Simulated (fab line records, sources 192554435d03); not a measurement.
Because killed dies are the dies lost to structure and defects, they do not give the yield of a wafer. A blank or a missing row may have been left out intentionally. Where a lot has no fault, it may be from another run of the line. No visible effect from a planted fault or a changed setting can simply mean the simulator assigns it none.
A single fault, viewed from 2 desks / flow n5_finfet / what lay behind the numbers comes last; until then each desk has only its own

AT THE METROLOGY DESK
What the gauges read for every lot (on any tool): the sampled wafers with a number, averaged. Any lot whose mean is over 4 standard deviations away from the usual mean is out of limits and marked OUT; that distance is given in the brackets. Of its 11 readings 7 are shown: those that lie furthest out on some lot.
Columns: A = DIBL_N at N5_BEOL_M4_RC_MEAS_101, usual 36.2 mV/V; B = IOFF_P at N5_BEOL_M4_RC_MEAS_101, usual 0.22 nA/um; C = ION_P at N5_BEOL_M4_RC_MEAS_101, usual 465 uA/um; D = SS_N at N5_BEOL_M4_RC_MEAS_101, usual 71.5 mV/dec; E = SS_P at N5_BEOL_M4_RC_MEAS_101, usual 73.2 mV/dec; F = VT_N at N5_BEOL_M4_RC_MEAS_101, usual 250 mV; G = VT_P at N5_BEOL_M4_RC_MEAS_101, usual -249 mV
lot=L476; first seen here=day 5 19:58; A=38.0; B=0.23; C=468; D=72.0; E=73.7; F=248; G=-250
lot=L478; first seen here=day 6 01:44; A=35.6; B=0.19; C=465; D=71.4; E=72.4; F=249; G=-250
lot=L481; first seen here=day 6 17:49; A=37.9; B=0.24; C=462; D=72.3; E=74.0; F=249; G=-249
lot=L482; first seen here=day 6 21:58; A=35.4; B=0.22; C=467; D=71.6; E=73.0; F=248; G=-249
lot=L485; first seen here=day 7 17:14; A=37.2; B=0.25; C=471; D=70.9; E=73.9; F=245; G=-248
lot=L486; first seen here=day 8 02:43; A=38.6; B=0.22; C=465; D=71.8; E=74.1; F=248; G=-249
lot=L490; first seen here=day 9 00:41; A=38.3; B=0.25; C=470; D=71.6; E=73.9; F=245; G=-246
lot=L493; first seen here=day 9 16:38; A=38.1; B=0.23; C=467; D=71.7; E=73.7; F=247; G=-248
lot=L494; first seen here=day 9 20:23; A=36.8; B=0.20; C=464; D=71.8; E=73.8; F=250; G=-252
lot=L499; first seen here=day 11 07:37; A=35.4; B=0.17; C=453; D=71.3; E=72.8; F=255; G=-255
Result from this desk: across the 10 lots, nothing is out of limits.

DESK OF THE TOOL OWNER: litho_track-03
The tool's own readings at N5_BEOL_M0_SAQP_COAT_82 (time 60 s, resist thk 30 nm): means of the sampled wafers that have a number, for each lot that ran on this tool. Any lot whose mean is over 4 standard deviations away from the usual mean is out of limits and marked OUT; that distance is given in the brackets.
Columns: A = dispense_pressure_kPa at N5_BEOL_M0_SAQP_COAT_82, usual 50.8 kPa; B = heater_power_total_W at N5_BEOL_M0_SAQP_COAT_82, usual 427.5 W; C = plate_temp_C at N5_BEOL_M0_SAQP_COAT_82, usual 219.98 C; D = resist_line_temp_C at N5_BEOL_M0_SAQP_COAT_82, usual 23.00 C; E = run_length_s at N5_BEOL_M0_SAQP_COAT_82, usual 65.97 s
lot=L476; first seen here=day 5 20:05; A=47.5; B=427.0; C=219.96; D=23.05; E=66.10
lot=L481; first seen here=day 6 17:56; A=47.5; B=427.7; C=219.88; D=23.10; E=65.97
lot=L485; first seen here=day 7 17:22; A=47.5; B=486.6 (+30) OUT; C=219.80; D=23.05; E=57.48 (-47) OUT
lot=L486; first seen here=day 8 02:50; A=47.5; B=483.6 (+28) OUT; C=219.85; D=22.89; E=57.52 (-47) OUT
lot=L499; first seen here=day 11 07:44; A=47.5; B=428.5; C=219.88; D=23.00; E=65.95
This desk finds L485, L486 out of limits, L485 being first, at day 7 17:22 (heater_power_total_W at N5_BEOL_M0_SAQP_COAT_82). L476, L481, L499 stayed within limits.

ALL TOGETHER
At day 7 17:22, on L485, L486, the tool owner's desk was in a position to raise an alarm.
The metrology desk saw nothing out of limits.
The metrology desk has L485, L486 on record, within its limits.
Every lot named ran N5_BEOL_M0_SAQP_COAT_82 on litho_track-03.

WHAT THE SIMULATOR HAD INSERTED
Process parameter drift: litho_track-03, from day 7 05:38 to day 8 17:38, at N5_BEOL_M0_SAQP_COAT_82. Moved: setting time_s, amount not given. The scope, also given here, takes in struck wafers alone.
Shown lots that were struck: L485, L486.
Time in hours from fault onset to the first out-of-limits reading at each desk: the tool owner's desk, 12.
